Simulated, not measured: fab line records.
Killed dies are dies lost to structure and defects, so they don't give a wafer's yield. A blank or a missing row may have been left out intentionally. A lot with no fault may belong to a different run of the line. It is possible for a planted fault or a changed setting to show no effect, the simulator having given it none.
fab line records	flow nand-harc
[record] lots = 12	wafers = 36	last-day = 33
route steps=1302 shown A_CONTACT@1080 END@1302
lots with no fault: from the same line, run without faults
start-h: start of the lot's first displayed wafer, in hours after the record's first day	wait-h: how many hours have passed since the lot's step before this one	" repeats the value in the row above	L1.1+2: a single row standing in for several wafers	- no value, or no start was given	* or withheld: withheld	< > ~ a bound
route shown NAME@n: a module of which the file shows steps, and the number in the route of the first	usual: average and standard deviation across the fault-free wafers	same: alike in all rows	chamber/n: place in a boat	sites: each site's reading	_std_site: the standard deviation of these	_edge_site: outer sites' mean less inner sites'	radius-mm: how far each site lies from the wafer's centre	mask NAME#n: copy n	behind: the tool/chamber that last shaped the wafer	hold: what put the lot on hold/how long, in hours/how the hold closed	device: the transistor (n, p or np) that didn't switch	end of line: the same wafers' tests at the end of the route	a step without rows: its recipe alone	killed: dies lost to structure and defects at the first sort, not the wafer's yield	map: the dies of a wafer, with x for killed, . for not killed, _ for no die there
set.NAME: setting as actually run; set.NAME@STEP: the setting as run at that earlier step	model.NAME: the simulator's own value behind a step, which no gauge read
one table for each step of the route and one row for each wafer, over a sample of lots
services: when a tool's chamber went out of use (start-h, in hours from the record's first day, below 0 if earlier), for how many hours, and the reason
[[steps]]
[step NHARC_A_CONTACT_INSPECT_10]
[usual] raw-defect-count = 91/49
lot.wafer	tool	chamber	start-h	wait-h	raw-defect-count
L890.1	defect-inspect-01	-	515.27	0.0	126
L890.2	"	-	"	"	153
L890.6	"	-	"	"	137
L892.3	defect-inspect-02	-	527.11	0.0	61
L892.4	"	-	"	"	73
L892.5	"	-	"	"	63
L894.2	defect-inspect-01	-	543.00	0.0	146
L894.5	"	-	"	"	151
L894.6	"	-	"	"	145
L895.2	defect-inspect-02	-	554.20	0.0	148
L895.3	"	-	"	"	169
L895.4	"	-	"	"	171
L900.2	defect-inspect-01	-	609.55	0.0	19
L900.5	"	-	"	"	24
L900.6	"	-	"	"	18
L902.2	defect-inspect-02	-	616.81	0.0	25
L902.4	"	-	"	"	25
L902.5	"	-	"	"	28
L901.2	defect-inspect-02	-	617.21	0.0	89
L901.3	"	-	"	"	86
L901.5	"	-	"	"	76
L906.1	defect-inspect-01	-	687.20	0.0	85
L906.3	"	-	"	"	98
L906.5	"	-	"	"	82
L907.4	defect-inspect-02	-	699.03	0.0	66
L907.5	"	-	"	"	70
L907.6	"	-	"	"	77
L909.2	defect-inspect-02	-	708.41	0.0	157
L909.5	"	-	"	"	145
L909.6	"	-	"	"	141
L912.1	defect-inspect-02	-	725.15	0.0	113
L912.4	"	-	"	"	109
L912.6	"	-	"	"	100
L913.2	defect-inspect-02	-	727.84	0.0	31
L913.3	"	-	"	"	37
L913.4	"	-	"	"	40
[step NHARC_A_CONTACT_ETCH_137]
[recipe] source-w = withheld	pressure-mtorr = 20	bias-v = 1200	time-s = 311	target-depth-a = 19120	ar-flow-sccm = withheld	c4f8-flow-sccm = withheld	o2-flow-sccm = withheld	chemistry = C4F8/O2/Ar
[usual] chamber-pressure-mTorr = 20.003/0.018	oes-air-line-au = 0.997/0.022
lot.wafer	tool	chamber	start-h	wait-h	chamber-pressure-mTorr	oes-air-line-au	rf-hours-counter-h
L890.2	har-cap-etch-01	0	517.20	0.2	20.018	0.996	1
L890.1	"	1	"	"	20.007	1.010	1
L890.6	"	0	"	"	19.970	1.015	-
L892.4	har-cap-etch-02	0	529.17	0.2	20.011	1.034	-
L892.3	"	1	"	"	20.002	1.000	-
L892.5	"	0	"	"	20.003	1.004	-
L894.2	har-cap-etch-02	0	544.98	0.2	20.051	0.990	101
L894.5	"	1	"	"	19.981	0.982	-
L894.6	"	0	"	"	20.023	0.962	-
L895.2	har-cap-etch-03	0	556.13	0.2	19.983	0.966	56
L895.4	"	0	"	"	19.996	0.988	-
L895.3	"	1	"	"	20.012	0.984	-
L900.2	har-cap-etch-02	1	611.47	0.2	-	-	-
L900.5	"	1	"	"	-	-	-
L900.6	"	0	"	"	-	-	-
L902.2	har-cap-etch-02	0	618.90	0.2	-	-	-
L902.4	"	0	"	"	-	-	-
L902.5	"	1	"	"	-	-	-
L901.2	har-cap-etch-03	1	619.38	0.2	-	-	-
L901.3	"	0	"	"	-	-	-
L901.5	"	1	"	"	-	-	-
L906.1	har-cap-etch-03	1	689.43	0.3	19.985	1.018	75
L906.3	"	1	"	"	20.025	1.029	-
L906.5	"	0	"	"	19.991	0.983	-
L907.4	har-cap-etch-01	0	701.11	0.2	20.014	0.995	-
L907.5	"	0	"	"	19.993	0.993	-
L907.6	"	1	"	"	19.985	1.006	-
L909.2	har-cap-etch-01	1	710.90	0.2	19.999	1.029	33
L909.5	"	0	"	"	19.980	0.995	-
L909.6	"	1	"	"	19.983	1.001	-
L912.1	har-cap-etch-02	0	727.08	0.2	20.012	0.989	138
L912.4	"	1	"	"	19.999	0.997	-
L912.6	"	0	"	"	19.979	1.002	-
L913.2	har-cap-etch-03	1	729.81	0.2	20.000	0.958	83
L913.3	"	0	"	"	19.992	1.039	-
L913.4	"	1	"	"	20.012	0.995	-
[step NHARC_A_CONTACT_ETCH_139]
[recipe] source-w = withheld	pressure-mtorr = 20	bias-v = 400	time-s = 195	target-depth-a = 8400	ar-flow-sccm = withheld	c4f8-flow-sccm = 11.5	o2-flow-sccm = 7.2	chemistry = C4F8/O2/Ar
[usual] chamber-pressure-mTorr = 20.002/0.02	oes-air-line-au = 1.000/0.019
lot.wafer	tool	chamber	start-h	wait-h	chamber-pressure-mTorr	oes-air-line-au	rf-hours-counter-h
L890.2	har-cap-etch-01	0	517.74	0.2	19.997	0.992	1
L890.1	"	1	"	"	19.984	1.015	1
L890.6	"	0	"	"	20.017	0.980	-
L892.4	har-cap-etch-02	0	529.71	0.2	19.975	0.997	-
L892.3	"	1	"	"	20.026	1.019	-
L892.5	"	0	"	"	19.994	1.015	-
L894.2	har-cap-etch-02	0	545.53	0.2	20.024	0.994	102
L894.5	"	1	"	"	19.999	0.990	-
L894.6	"	0	"	"	20.004	0.996	-
L895.2	har-cap-etch-03	0	556.67	0.2	20.006	1.002	57
L895.4	"	0	"	"	20.016	0.986	-
L895.3	"	1	"	"	20.003	0.983	-
L900.2	har-cap-etch-02	1	612.01	0.2	20.001	0.989	115
L900.5	"	1	"	"	19.997	1.014	-
L900.6	"	0	"	"	20.011	1.011	-
L902.2	har-cap-etch-02	0	619.44	0.2	20.003	0.997	117
L902.4	"	0	"	"	20.013	0.966	-
L902.5	"	1	"	"	20.000	1.018	-
L901.2	har-cap-etch-03	1	619.92	0.2	20.027	1.011	67
L901.3	"	0	"	"	19.988	1.020	-
L901.5	"	1	"	"	20.003	1.000	-
L906.1	har-cap-etch-03	1	690.16	0.3	19.987	0.965	75
L906.3	"	1	"	"	20.022	0.959	-
L906.5	"	0	"	"	20.010	0.987	-
L907.4	har-cap-etch-01	0	701.65	0.2	20.001	0.982	-
L907.5	"	0	"	"	20.023	1.017	-
L907.6	"	1	"	"	19.971	0.988	-
L909.2	har-cap-etch-01	1	711.45	0.2	19.987	0.988	34
L909.5	"	0	"	"	20.006	1.001	-
L909.6	"	1	"	"	20.005	1.011	-
L912.1	har-cap-etch-02	0	727.62	0.2	20.039	1.009	139
L912.4	"	1	"	"	19.962	0.990	-
L912.6	"	0	"	"	20.012	1.007	-
L913.2	har-cap-etch-03	1	730.35	0.2	20.007	0.994	84
L913.3	"	0	"	"	19.974	0.977	-
L913.4	"	1	"	"	19.960	0.981	-
[step NHARC_A_CONTACT_ETCH_92]
[recipe] target-depth-a = 400	over-etch-frac = 0.5	time-s = 85.7	ion-energy-ev = 120	ch3f-flow-sccm = 50	o2-flow-sccm = 30	ar-flow-sccm = 200	rf-w = 500	bias-w = 100	chemistry = CH3F/O2
[usual] bias-w = 100.0/0.32	ch3f-flow-sccm = 50.00/0.14	drypump-motor-current-A = 5.8/0.4	o2-flow-sccm = 29.99/0.094	oes-product-au = 0.94/0.036	rf-vpp-V = 244.7/1.6	showerhead-plenum-p-Torr = 2.48/0.1	throttle-valve-pct = 20.662/0.0084
[same] over-etch-frac = 0.5
lot.wafer	tool	chamber	start-h	wait-h	bias-w	ch3f-flow-sccm	drypump-motor-current-A	o2-flow-sccm	oes-product-au	rf-hours-counter-h	rf-vpp-V	showerhead-plenum-p-Torr	throttle-valve-pct
L890.1	rie-diel-02	3	518.33	0.5	100.2	50.06	5.5	29.93	0.94	23	245.7	2.57	20.672
L890.2	"	0	"	"	100.2	50.10	5.5	30.07	0.91	22	244.5	2.53	20.665
L890.6	"	2	"	"	100.0	50.08	5.9	30.07	0.93	-	244.4	2.35	20.658
L892.3	rie-diel-02	0	530.19	0.4	100.5	50.14	5.5	30.04	0.92	25	245.4	2.53	20.664
L892.4	"	1	"	"	100.0	50.08	5.2	30.07	0.93	17	243.8	2.45	20.675
L892.5	"	3	"	"	100.8	49.91	5.5	29.92	0.94	-	245.9	2.57	20.671
L894.2	rie-diel-02	0	546.06	0.5	99.8	49.90	5.5	30.00	0.93	27	246.6	2.53	20.656
L894.6	"	3	"	"	99.5	49.93	5.5	30.09	0.94	-	247.5	2.57	20.660
L894.5	"	0	"	"	99.5	50.03	5.5	30.10	0.93	-	246.8	2.53	20.655
L895.4	rie-diel-02	0	557.25	0.4	100.2	50.01	5.5	29.89	0.99	29	246.3	2.53	20.658
L895.3	"	1	"	"	99.8	49.79	5.2	30.03	1.00	20	245.6	2.45	20.662
L895.2	"	2	"	"	99.5	50.38	5.8	29.97	1.00	29	242.0	2.35	20.667
L900.2	rie-diel-02	2	612.60	0.5	100.3	50.23	5.9	30.03	0.91	7	242.7	2.35	20.660
L900.6	"	0	"	"	99.9	49.87	5.5	29.83	0.90	-	245.7	2.53	20.672
L900.5	"	1	"	"	100.2	49.96	5.2	30.05	0.93	-	244.7	2.44	20.681
L902.2	rie-diel-02	0	619.99	0.5	99.8	49.89	5.5	29.97	0.91	9	244.7	2.52	20.657
L902.5	"	1	"	"	100.1	49.99	5.2	29.97	0.95	-	243.6	2.44	20.669
L902.4	"	2	"	"	99.6	50.02	5.9	29.91	0.91	-	242.5	2.35	20.657
L901.2	rie-diel-02	0	620.43	0.5	100.1	50.04	5.5	29.96	0.97	9	245.5	2.53	20.656
L901.3	"	1	"	"	99.5	49.99	5.2	30.11	1.00	8	243.8	2.44	20.672
L901.5	"	1	"	"	100.5	50.05	5.2	30.10	1.01	-	242.7	2.44	20.667
L906.1	rie-diel-02	1	690.76	0.5	100.3	50.25	5.2	30.00	1.02	17	244.4	2.44	20.662
L906.3	"	0	"	"	100.2	50.14	5.5	29.99	1.00	16	245.4	2.52	20.657
L906.5	"	2	"	"	100.0	50.00	5.9	30.02	1.00	-	243.0	2.34	20.665
L907.4	rie-diel-02	0	702.47	0.8	99.8	49.92	5.5	30.02	0.91	18	245.4	2.52	20.651
L907.6	"	0	"	"	99.8	49.94	5.5	30.16	0.91	-	245.2	2.52	20.661
L907.5	"	1	"	"	99.5	50.05	5.2	30.14	0.93	-	243.0	2.44	20.659
L909.2	rie-diel-03	3	712.00	0.5	100.4	49.97	5.9	30.13	0.94	22	246.0	2.55	20.659
L909.5	"	0	"	"	100.2	49.78	6.2	29.91	0.92	-	243.8	2.36	20.660
L909.6	"	1	"	"	99.9	49.84	6.2	29.95	0.91	-	246.1	2.63	20.669
L912.1	rie-diel-02	1	728.18	0.5	99.4	50.01	5.2	29.97	0.92	24	245.3	2.44	20.658
L912.4	"	2	"	"	100.2	49.98	5.9	30.22	0.91	23	242.5	2.34	20.659
L912.6	"	2	"	"	100.0	49.86	5.9	30.27	0.90	-	243.3	2.34	20.668
L913.4	rie-diel-13	3	730.88	0.4	100.4	49.86	5.5	30.03	0.95	9	245.4	2.63	20.656
L913.2	"	1	"	"	100.0	49.94	6.4	29.91	0.92	8	246.5	2.62	20.662
L913.3	"	2	"	"	100.1	49.78	6.5	30.05	0.94	10	244.5	2.40	20.651
[step NHARC_END_SORT_01]
[recipe] temp-c = 25
[usual] killed-at-array = 63/27	killed-at-other = 0.7/1.2	killed-at-periphery = 3.1/2	killed-dies = 67/28	killed-open = 3.0/1.9	killed-short = 2.2/1.5
[same] gross-dies = 677
lot.wafer	tool	chamber	start-h	wait-h	killed-at-array	killed-at-other	killed-at-periphery	killed-dies	killed-open	killed-short
L900.2	prober-02	0	659.69	2.8	673	0	4	677	6	2
L900.5	prober-02	0	662.03	3.6	675	0	2	677	5	2
L900.6	prober-02	0	662.81	3.9	673	0	4	677	6	1
L901.2	prober-01	0	670.33	2.8	671	2	4	677	2	3
L901.3	prober-01	0	671.13	3.1	669	2	6	677	4	2
L901.5	prober-01	0	672.72	3.7	668	3	6	677	3	4
L902.2	prober-02	0	670.38	2.8	673	3	1	677	2	2
L902.4	prober-02	0	671.98	3.4	676	0	1	677	1	2
L902.5	prober-02	0	672.78	3.7	675	0	2	677	3	5
// killed by level:class
L900.2 A_CONTACT:area-etch=651 A_CHANNEL_HOLE_D1:chamber-film-flake=5 A_STAIRCASE:chamber-film-flake=5 P_ZERO_WELL:chamber-film-flake=2 A_SLIT:chamber-film-flake=2 A_CONTACT:chamber-film-flake=2 P_GATE:geometric-particle:open=1 P_CONTACT:geometric-particle:open=1
L900.5 A_CONTACT:area-etch=647 A_CHANNEL_HOLE_D1:chamber-film-flake=12 A_CONTACT:chamber-film-flake=3 A_CHANNEL_FILL_D1:chamber-film-flake=2 A_STAIRCASE:chamber-film-flake=2 P_M0:geometric-particle:open=1 A_SOURCE_PLATE:geometric-particle:open=1 A_CHANNEL_FILL_D1:geometric-particle:open=1
L900.6 A_CONTACT:area-etch=651 A_CHANNEL_HOLE_D1:chamber-film-flake=8 A_CONTACT:chamber-film-flake=3 P_M1:geometric-particle:open=2 A_M1:geometric-particle:open=2 A_CHANNEL_FILL_D1:chamber-film-flake=2 A_CHANNEL_HOLE_D2:unspecified=2 A_CHANNEL_HOLE_D2:chamber-film-flake=2
L901.2 A_CONTACT:area-etch=616 A_SLIT:chamber-film-flake=28 A_CHANNEL_HOLE_D2:chamber-film-flake=10 A_CHANNEL_HOLE_D1:chamber-film-flake=7 A_CHANNEL_FILL_D2:chamber-film-flake=2 A_STAIRCASE:chamber-film-flake=2 A_ONON_D1:geometric-particle:open=1 A_ONON_D2:geometric-particle:short=1
L902.2 A_CONTACT:area-etch=644 A_CONTACT:chamber-film-flake=6 A_CHANNEL_HOLE_D1:chamber-film-flake=5 A_DECK1_JOINT:chamber-film-flake=4 A_SLIT:chamber-film-flake=3 A_BLC:chamber-film-flake=3 THIN_TSV:chamber-film-flake=3 A_ZERO_WELL:chamber-film-flake=2
L901.3 A_CONTACT:area-etch=613 A_SLIT:chamber-film-flake=26 A_CHANNEL_HOLE_D2:chamber-film-flake=12 A_CHANNEL_HOLE_D1:chamber-film-flake=7 A_STAIRCASE:chamber-film-flake=3 A_WL_FILL:geometric-particle:open=2 P_CONTACT:chamber-film-flake=2 A_CHANNEL_FILL_D2:chamber-film-flake=2
L902.4 A_CONTACT:area-etch=650 A_CHANNEL_HOLE_D1:chamber-film-flake=6 A_SLIT:chamber-film-flake=4 A_CONTACT:chamber-film-flake=4 A_BLC:chamber-film-flake=3 A_CHANNEL_FILL_D1:chamber-film-flake=2 A_STAIRCASE:chamber-film-flake=2 P_CONTACT:geometric-particle:short=1
L901.5 A_CONTACT:area-etch=606 A_SLIT:chamber-film-flake=34 A_CHANNEL_HOLE_D2:chamber-film-flake=12 A_CHANNEL_HOLE_D1:chamber-film-flake=4 P_CONTACT:chamber-film-flake=3 A_CHANNEL_FILL_D1:chamber-film-flake=3 A_CONTACT:chamber-film-flake=3 A_CHANNEL_FILL_D2:chamber-film-flake=2
L902.5 A_CONTACT:area-etch=638 A_CHANNEL_HOLE_D1:chamber-film-flake=11 A_CONTACT:chamber-film-flake=5 A_SLIT:chamber-film-flake=3 A_ONON_D1:geometric-particle:short=2 A_ZERO_WELL:chamber-film-flake=2 A_CHANNEL_FILL_D1:chamber-film-flake=2 A_DECK1_JOINT:chamber-film-flake=2
[[services]]
tool	chamber	start-h	hours	kind
har-cap-etch-01	-	497.00	17.0	pm
rie-diel-02	0	500.82	-	clean
rie-diel-02	1	500.82	-	clean
rie-diel-02	2	500.82	-	clean
rie-diel-02	3	500.82	-	clean
rie-diel-02	3	505.76	4.4	repair
rie-diel-13	1	511.94	4.5	repair
rie-diel-13	-	519.68	9.0	pm
rie-diel-02	0	525.32	-	clean
rie-diel-02	1	525.32	-	clean
rie-diel-02	2	525.32	-	clean
rie-diel-02	3	525.32	-	clean
rie-diel-02	0	549.82	-	clean
rie-diel-03	3	568.58	8.0	repair
rie-diel-02	-	570.79	9.0	pm
rie-diel-13	0	613.37	7.5	repair
rie-diel-03	1	628.30	3.7	repair
rie-diel-13	0	632.18	10.7	repair
har-cap-etch-03	-	633.64	0.5	repair
rie-diel-03	-	637.51	9.0	pm
rie-diel-13	1	639.12	3.0	repair
rie-diel-02	0	646.66	9.8	repair
rie-diel-02	3	671.29	9.8	repair
rie-diel-13	-	696.68	9.0	pm
[[key]]
[first-sign] step = NHARC_A_CONTACT_ETCH_137	reading = tool-record	direction = missing
[effect] step = NHARC_END_SORT_01	reading = killed-at-array	direction = up	sigmas = 22	usual = 63	struck = 673
[more-kills-born-at] NHARC_A_CONTACT_ETCH_137@har-cap-etch-02 = 3881	NHARC_A_CONTACT_ETCH_137@har-cap-etch-03 = 1835
met-at NHARC_A_CONTACT_ETCH_137
struck-lots L900,L901,L902
later-rows-left-out L900.2,L900.5,L900.6,L901.2,L901.3,L901.5,L902.2,L902.4,L902.5
tester-left-out L900,L901,L902
not-acting-at NHARC_A_CONTACT_INSPECT_10,NHARC_A_CONTACT_ETCH_139,NHARC_A_CONTACT_ETCH_92
onset-between 556.13 611.47
[fault] kind = skipped-step-whole	tool = har-cap-etch-02,har-cap-etch-03	chamber = -	onset-h = 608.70	steps = NHARC_A_CONTACT_ETCH_137	scope = struck-lots-only
// tester-left-out: of these lots the tester's yield and bins aren't shown, on N5 and GAA mostly nor the transistor test; their killed dies are dies lost to structure and defects alone, not to doping, threshold or leakage, so they don't give the yield
// later-rows-left-out: the simulator's readings of these wafers behind a module that went badly wrong aren't trusted and aren't shown, but for the sort
